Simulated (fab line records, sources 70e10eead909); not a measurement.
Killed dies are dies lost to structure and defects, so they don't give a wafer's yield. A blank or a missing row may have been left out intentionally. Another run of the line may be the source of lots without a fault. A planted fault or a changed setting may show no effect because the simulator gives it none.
Which of the tools did it?	flow nandHarc	72 wafers from 24 lots sampled at 6 of the route's 1302 steps

## WHAT THE GAUGES SHOWED, per wafer
NHARC_P_M2_INSPECT_27. Usual: rawDefectCount reads 328 (standard deviation 120).
lot	measured	on	rawDefectCount	flag
L074	day 6 20:23	defectInspect-01	351 468 690	
L075	day 6 23:04	defectInspect-02	235 268 291	
L076	day 7 08:55	defectInspect-02	177 405 478	
L078	day 8 01:16	defectInspect-02	280 153 248	
L077	day 8 01:46	defectInspect-02	196 169 139	
L079	day 8 16:47	defectInspect-01	216 462 273	
L080	day 9 04:15	defectInspect-01	244 329 291	
L081	day 9 12:09	defectInspect-02	548 290 341	
L082	day 9 23:25	defectInspect-01	425 503 385	
L083	day 10 17:23	defectInspect-02	241 173 146	
L084	day 10 23:17	defectInspect-02	244 307 307	
L085	day 11 04:46	defectInspect-01	247 247 208	
L086	day 11 09:35	defectInspect-02	221 278 267	
L087	day 11 18:52	defectInspect-02	542 329 454	
L089	day 12 12:35	defectInspect-01	281 319 202	
L088	day 12 13:44	defectInspect-01	258 389 435	
L090	day 13 08:53	defectInspect-02	234 265 193	
L091	day 13 16:02	defectInspect-01	398 476 358	
L092	day 14 00:19	defectInspect-02	396 448 580	
L093	day 14 09:26	defectInspect-02	361 453 337	
L094	day 15 03:23	defectInspect-01	361 254 217	
L095	day 15 04:37	defectInspect-02	419 321 358	
L096	day 15 14:47	defectInspect-01	156 370 291	
L097	day 16 09:52	defectInspect-01	422 233 494	

## WHICH TOOL RAN EACH LOT (tool, then ch and the chambers of the sampled wafers, then the start)
lot	NHARC_P_GATE_ETCH_32	NHARC_P_GATE_ALD_36	NHARC_P_M0_ETCH_15	NHARC_P_M1_DESCUM_14	NHARC_P_M1_STRIP_18
L074	rieSi-04 ch 0,1,2, day 5 09:54	aldSin-02 ch 0,1,2, day 5 11:44	rieDiel-07 ch 0,3, day 6 13:47 or earlier	rieDiel-12 ch 2,3, day 6 13:47	rieDiel-12 ch 0,2,3, day 6 14:10
L075	rieSi-05 ch 0,1,2, day 5 10:30	aldSin-03 ch 0,1,2, day 5 12:38	rieDiel-11 ch 1,2,3, day 6 16:20 or earlier	rieDiel-03 ch 1,2, day 6 16:20	rieDiel-02 ch 0,3, day 6 16:46
L076	rieSi-04 ch 0,2,3, day 5 22:00	aldSin-01 ch 1,2,3, day 6 00:53	rieDiel-07 ch 0,3, day 7 01:44 or earlier	rieDiel-12 ch 0,1, day 7 01:44	rieDiel-02 ch 0,2,3, day 7 02:12
L078	rieSi-04 ch 1,2, day 6 14:10	aldSin-02 ch 0,1,2, day 6 17:04	rieDiel-11 ch 1,2,3, day 7 18:28 or earlier	rieDiel-02 ch 1,2,3, day 7 18:28	rieDiel-12 ch 1,2, day 7 18:49
L077	rieSi-01 ch 1,3, day 6 14:35	aldSin-03 ch 0,1,3, day 6 16:25	rieDiel-11 ch 0,1,2, day 7 18:56 or earlier	rieDiel-02 ch 0,2,3, day 7 18:56	rieDiel-12 ch 0,2, day 7 19:18
L079	rieSi-05 ch 0,2,3, day 7 05:34	aldSin-01 ch 0,2,3, day 7 07:25	rieDiel-07 ch 0,2,3, day 8 09:51 or earlier	rieDiel-03 ch 1,2,3, day 8 09:51	rieDiel-02 ch 1,2,3, day 8 10:15
L080	rieSi-05 ch 0,1,2, day 7 16:59	aldSin-02 ch 1,3, day 7 18:50	rieDiel-07 ch 0,1,3, day 8 21:22 or earlier	rieDiel-02 ch 1,2,3, day 8 21:22	rieDiel-12 ch 1,3, day 8 21:44
L081	rieSi-05 ch 1,2,3, day 8 01:21	aldSin-03 ch 1,2,3, day 8 03:19	rieDiel-04 ch 1,2,3, day 9 05:26 or earlier	rieDiel-12 ch 1,2,3, day 9 05:26	rieDiel-02 ch 0,2,3, day 9 05:49
L082	rieSi-04 ch 0,1,2, day 8 12:20	aldSin-01 ch 1,2, day 8 13:07	rieDiel-11 ch 1,2,3, day 9 16:45 or earlier	rieDiel-12 ch 0,2,3, day 9 16:45	rieDiel-03 ch 0,1,2, day 9 17:11
L083	rieSi-05 ch 0,1, day 9 06:34	aldSin-02 ch 0,2,3, day 9 09:28	rieDiel-04 ch 0,3, day 10 10:36 or earlier	rieDiel-12 ch 0,1, day 10 10:36	rieDiel-12 ch 0,1,2, day 10 11:04
L084	rieSi-01 ch 2,3, day 9 12:31	aldSin-03 ch 0,2,3, day 9 15:26	rieDiel-11 ch 0,1,2, day 10 16:34 or earlier	rieDiel-12 ch 0,1,3, day 10 16:34	rieDiel-02 ch 0,1,3, day 10 16:56
L085	rieSi-01 ch 2,3, day 9 17:44	aldSin-01 ch 0,1,2, day 9 20:40	rieDiel-04 ch 0,1,2, day 10 22:03 or earlier	rieDiel-02 ch 0,3, day 10 22:03	rieDiel-02 ch 0,1,3, day 10 22:29
L086	rieSi-01 ch 1,2,3, day 9 22:33	aldSin-02 ch 0,1, day 9 23:19	rieDiel-07 ch 2,3, day 11 02:47 or earlier	rieDiel-12 ch 0,3, day 11 02:47	rieDiel-03 ch 0,2,3, day 11 03:14
L087	rieSi-05 ch 1,2,3, day 10 08:14	aldSin-03 ch 0,1,3, day 10 09:01	rieDiel-04 ch 0,1,3, day 11 12:08 or earlier	rieDiel-02 ch 0,1,2, day 11 12:08	rieDiel-02 ch 1,2,3, day 11 12:31
L089	rieSi-01 ch 0,1,3, day 11 02:02	aldSin-01 ch 0,1,3, day 11 02:47	rieDiel-11 ch 0,2,3, day 12 05:52 or earlier	rieDiel-02 ch 0,1, day 12 05:52	rieDiel-02 ch 0,3, day 12 06:15
L088	rieSi-04 ch 0,3, day 11 02:29	aldSin-02 ch 0,1,2, day 11 03:17	rieDiel-07 ch 0,1, day 12 07:01 or earlier	rieDiel-02 ch 1,2,3, day 12 07:01	rieDiel-02 ch 1,3, day 12 07:23
L090	rieSi-04 ch 0,1,3, day 11 22:39	aldSin-03 ch 1,2,3, day 12 00:29	rieDiel-07 ch 0,2,3, day 13 02:08 or earlier	rieDiel-02 ch 0,2,3, day 13 02:08	rieDiel-02 ch 0,1,2, day 13 02:32
L091	rieSi-01 ch 0,1,2, day 12 05:20	aldSin-01 ch 1,2,3, day 12 06:07	rieDiel-07 ch 0,2,3, day 13 09:12 or earlier	rieDiel-02 ch 1,2,3, day 13 09:12	rieDiel-12 ch 0,1,2, day 13 09:35
L092	rieSi-05 ch 0,3, day 12 12:27	aldSin-02 ch 0,1,3, day 12 15:21	rieDiel-04 ch 0,1,3, day 13 16:05 or earlier	rieDiel-12 ch 2,3, day 13 16:05	rieDiel-02 ch 1,2,3, day 13 16:31
L093	rieSi-05 ch 0,1,2, day 12 23:10	aldSin-03 ch 0,2,3, day 13 00:59	rieDiel-11 ch 0,1,2, day 14 02:47 or earlier	rieDiel-02 ch 1,2,3, day 14 02:47	rieDiel-02 ch 0,3, day 14 03:10
L094	rieSi-04 ch 0,3, day 13 17:20	aldSin-01 ch 1,2,3, day 13 18:07	rieDiel-11 ch 2,3, day 14 20:42 or earlier	rieDiel-02 ch 0,1,3, day 14 20:42	rieDiel-12 ch 0,2, day 14 21:05
L095	rieSi-01 ch 0,1,3, day 13 18:07	aldSin-02 ch 1,2,3, day 13 19:59	rieDiel-07 ch 0,1,3, day 14 21:54 or earlier	rieDiel-02 ch 0,1,3, day 14 21:54	rieDiel-12 ch 0,2,3, day 14 22:18
L096	rieSi-05 ch 1,2,3, day 14 04:29	aldSin-03 ch 0,2,3, day 14 05:17	rieDiel-07 ch 0,2,3, day 15 08:12 or earlier	rieDiel-12 ch 0,2,3, day 15 08:12	rieDiel-12 ch 0,1,3, day 15 08:34
L097	rieSi-01 ch 0,2,3, day 14 22:33	aldSin-02 ch 0,2,3, day 15 02:26	rieDiel-11 ch 0,1,3, day 16 03:16 or earlier	rieDiel-12 ch 1,2, day 16 03:16	rieDiel-02 ch 1,2,3, day 16 03:43
- NHARC_P_GATE_ETCH_32: etches the open film in HBr/Cl2, target depth 150 nm, time 100.1 s.
- NHARC_P_GATE_ALD_36: deposits SiNx, target thk 20 nm, pulse time 60 s, ald cycles 223.
- NHARC_P_M0_ETCH_15: etches the open film in C4F8/Ar, target depth 150 nm, overetch 15 nm, time 82.5 s.
- NHARC_P_M1_DESCUM_14: chemistry O2, time 3 s.
- NHARC_P_M1_STRIP_18: strips in N2/H2.

## WHAT THE TOOLS THEMSELVES READ (means of the sampled wafers that have a number; where no wafer has one, the mark that the record gives instead)
NHARC_P_GATE_ETCH_32. Usual: drypumpMotorCurrentA 5.8 A, standard deviation 0.42; oesProductAu 1.006 a.u., standard deviation 0.014; throttleValvePct 26.406 %, standard deviation 0.0086.
lot	tool	drypumpMotorCurrentA (A)	oesProductAu (a.u.)	throttleValvePct (%)	flag
L074	rieSi-04	5.9	0.997	26.404	
L075	rieSi-05	5.9	1.015	26.408	
L076	rieSi-04	5.5	0.990	26.409	
L078	rieSi-04	6.2	1.001	26.414	
L077	rieSi-01	6.2	0.988	26.411	
L079	rieSi-05	5.7	1.018	26.415	
L080	rieSi-05	5.9	1.022	26.397	
L081	rieSi-05	6.0	1.017	26.409	
L082	rieSi-04	6.0	1.008	26.406	
L083	rieSi-05	5.8	1.013	26.403	
L084	rieSi-01	6.0	1.006	26.409	
L085	rieSi-01	6.0	0.994	26.405	
L086	rieSi-01	5.8	0.995	26.401	
L087	rieSi-05	6.0	1.009	26.403	
L089	rieSi-01	5.9	1.007	26.402	
L088	rieSi-04	5.1	0.993	26.405	
L090	rieSi-04	5.5	0.997	26.404	
L091	rieSi-01	5.6	0.998	26.411	
L092	rieSi-05	5.5	1.029	26.398	
L093	rieSi-05	5.9	1.018	26.407	
L094	rieSi-04	5.3	0.992	26.415	
L095	rieSi-01	6.0	0.997	26.403	
L096	rieSi-05	6.0	1.007	26.398	
L097	rieSi-01	5.7	1.001	26.400	

NHARC_P_GATE_ALD_36. Usual: heaterPowerOuterW 504 W, standard deviation 81; heaterPowerW 830 W, standard deviation 110; precursorPulseHeightRel 0.999, standard deviation 0.021.
lot	tool	heaterPowerOuterW (W)	heaterPowerW (W)	precursorPulseHeightRel	flag
L074	aldSin-02	463	785	0.983	
L075	aldSin-03	576	922	1.004	
L076	aldSin-01	504	804	0.995	
L078	aldSin-02	459	803	1.002	
L077	aldSin-03	584	950	0.980	
L079	aldSin-01	475	792	1.027	
L080	aldSin-02	508	811	0.980	
L081	aldSin-03	565	889	0.986	
L082	aldSin-01	504	813	1.001	
L083	aldSin-02	490	815	0.989	
L084	aldSin-03	501	819	0.989	
L085	aldSin-01	494	799	1.010	
L086	aldSin-02	467	792	0.984	
L087	aldSin-03	557	917	1.013	
L089	aldSin-01	411	700	0.997	
L088	aldSin-02	468	802	0.996	
L090	aldSin-03	538	880	0.999	
L091	aldSin-01	488	801	0.998	
L092	aldSin-02	492	815	0.987	
L093	aldSin-03	497	816	1.005	
L094	aldSin-01	493	805	1.026	
L095	aldSin-02	493	814	1.012	
L096	aldSin-03	495	831	1.009	
L097	aldSin-02	475	802	0.999	

NHARC_P_M0_ETCH_15. Usual: oesProductAu 0.956 a.u., standard deviation 0.02; rfVppV 440.9 V, standard deviation 2.8.
lot	tool	oesProductAu (a.u.)	rfVppV (V)	flag
L074	rieDiel-07	0.952	442.9	
L075	rieDiel-11	0.977	440.1	
L076	rieDiel-07	0.970	442.1	
L078	rieDiel-11	0.946	440.5	
L077	rieDiel-11	0.957	438.9	
L079	rieDiel-07	0.940	441.8	
L080	rieDiel-07	0.962	443.1	
L081	rieDiel-04	0.978	441.4	
L082	rieDiel-11	0.933	440.1	
L083	rieDiel-04	0.944	437.5	
L084	rieDiel-11	0.932	438.8	
L085	rieDiel-04	0.955	440.5	
L086	rieDiel-07	0.962	441.8	
L087	rieDiel-04	0.972	439.3	
L089	rieDiel-11	0.975	439.9	
L088	rieDiel-07	0.965	442.9	
L090	rieDiel-07	0.960	442.4	
L091	rieDiel-07	0.969	441.2	
L092	rieDiel-04	0.917	440.4	
L093	rieDiel-11	0.975	438.4	
L094	rieDiel-11	0.946	439.6	
L095	rieDiel-07	0.938	443.0	
L096	rieDiel-07	0.964	441.8	
L097	rieDiel-11	0.972	439.4	

NHARC_P_M1_DESCUM_14. Usual: drypumpMotorCurrentA 6.0 A, standard deviation 0.46; oesProductAu 1.000 a.u., standard deviation 0.012; rfVppV 57.7 V, standard deviation 0.7; showerheadPlenumPTorr 1.89 Torr, standard deviation 0.071; throttleValvePct 11.311 %, standard deviation 0.0093.
lot	tool	drypumpMotorCurrentA (A)	oesProductAu (a.u.)	rfVppV (V)	showerheadPlenumPTorr (Torr)	throttleValvePct (%)	flag
L074	rieDiel-12	5.8	0.986	58.2	1.91	11.315	
L075	rieDiel-03	5.8	1.011	57.7	1.82	11.310	
L076	rieDiel-12	6.5	0.989	58.0	1.97	11.312	
L078	rieDiel-02	5.7	1.008	57.2	1.87	11.309	
L077	rieDiel-02	5.9	0.995	58.0	1.88	11.313	
L079	rieDiel-03	5.9	1.002	57.6	1.89	11.319	
L080	rieDiel-02	5.6	1.009	57.8	1.87	11.315	
L081	rieDiel-12	6.0	0.989	58.0	1.95	11.312	
L082	rieDiel-12	6.2	0.994	57.7	1.89	11.314	
L083	rieDiel-12	6.7	0.990	58.1	1.92	11.306	
L084	rieDiel-12	6.4	0.990	57.7	1.93	11.315	
L085	rieDiel-02	5.8	1.009	58.2	1.89	11.308	
L086	rieDiel-12	6.5	1.000	58.7	1.87	11.308	
L087	rieDiel-02	6.1	1.010	58.1	1.84	11.310	
L089	rieDiel-02	6.1	1.009	57.8	1.81	11.313	
L088	rieDiel-02	5.7	1.011	57.3	1.87	11.307	
L090	rieDiel-02	5.9	1.002	57.3	1.88	11.313	
L091	rieDiel-02	5.7	0.999	57.6	1.87	11.320	
L092	rieDiel-12	5.8	0.987	57.7	1.91	11.318	
L093	rieDiel-02	5.7	1.004	57.3	1.87	11.309	
L094	rieDiel-02	5.9	0.999	57.6	1.85	11.315	
L095	rieDiel-02	5.9	1.016	58.0	1.85	11.311	
L096	rieDiel-12	6.2	0.994	56.9	1.89	11.312	
L097	rieDiel-12	5.9	0.996	57.7	1.95	11.316	

NHARC_P_M1_STRIP_18. Usual: drypumpMotorCurrentA 6.0 A (standard deviation 0.45); n2FlowSccm 150.0 sccm (standard deviation 0.45); oesProductAu 1.000 a.u. (standard deviation 0.011); powerW 1000.2 W (standard deviation 2.9); rfVppV 90.5 V (standard deviation 0.99); showerheadPlenumPTorr 2.02 Torr (standard deviation 0.077); throttleValvePct 14.170 % (standard deviation 0.0094).
lot	tool	drypumpMotorCurrentA (A)	n2FlowSccm (sccm)	oesProductAu (a.u.)	powerW (W)	rfVppV (V)	showerheadPlenumPTorr (Torr)	throttleValvePct (%)	flag
L074	rieDiel-12	6.2	150.0	0.995	996.9	91.0	2.02	14.163	
L075	rieDiel-02	6.1	149.9	0.998	1000.3	90.6	1.99	14.170	
L076	rieDiel-02	5.9	150.4	1.005	1000.9	91.0	2.01	14.166	
L078	rieDiel-12	6.2	149.9	0.987	999.2	91.5	2.13	14.173	
L077	rieDiel-12	6.4	149.9	0.993	1002.5	89.7	2.00	14.166	
L079	rieDiel-02	5.7	150.4	1.000	999.7	89.8	1.99	14.171	
L080	rieDiel-12	6.1	150.3	0.986	997.3	90.4	2.07	14.166	
L081	rieDiel-02	5.9	150.6	1.011	998.3	90.5	2.01	14.173	
L082	rieDiel-03	5.7	150.1	1.014	1003.0	90.7	2.04	14.161	
L083	rieDiel-12	6.3	149.6	0.998	998.3	91.1	2.06	14.174	
L084	rieDiel-02	5.9	149.7	1.016	1001.4	90.3	1.97	14.174	
L085	rieDiel-02	5.9	150.1	1.012	999.3	89.9	1.97	14.174	
L086	rieDiel-03	6.0	149.6	1.002	998.4	91.1	2.07	14.168	
L087	rieDiel-02	5.7	150.2	1.007	1001.4	89.8	1.99	14.169	
L089	rieDiel-02	5.8	149.9	0.999	999.6	90.2	2.01	14.172	
L088	rieDiel-02	5.8	150.3	1.007	1002.6	90.2	1.95	14.174	
L090	rieDiel-02	6.0	149.9	1.008	998.9	91.1	1.96	14.168	
L091	rieDiel-12	6.3	150.2	0.997	1000.4	90.5	2.06	14.170	
L092	rieDiel-02	5.7	150.0	1.008	998.7	90.9	1.99	14.171	
L093	rieDiel-02	6.1	150.1	1.010	1001.7	89.9	1.99	14.162	
L094	rieDiel-12	6.1	149.6	1.000	1001.0	90.9	2.02	14.173	
L095	rieDiel-12	6.2	150.0	0.989	999.6	90.3	2.01	14.176	
L096	rieDiel-12	6.4	149.9	0.989	998.8	90.2	2.05	14.168	
L097	rieDiel-02	5.7	149.9	1.008	998.2	89.8	1.99	14.175	

## THE ANSWER, worked out from the rows above alone
Rule: a lot is off if the mean of its wafers that have a number lies more than 3 standard deviations from the usual mean. A lot without any number at a reading at which 4 lots or more have one is off too. The other lots that the step has rows for count as sound. First the gauges in route order, then the tools' own readings, where a lot's mean is used as printed above. At the first step where some lot is off, the reading lying furthest off is the one used; lots without a number count as furthest.
None of the lots is off at any reading shown; this tells nothing.

## WHAT WAS PUT IN BY THE SIMULATOR
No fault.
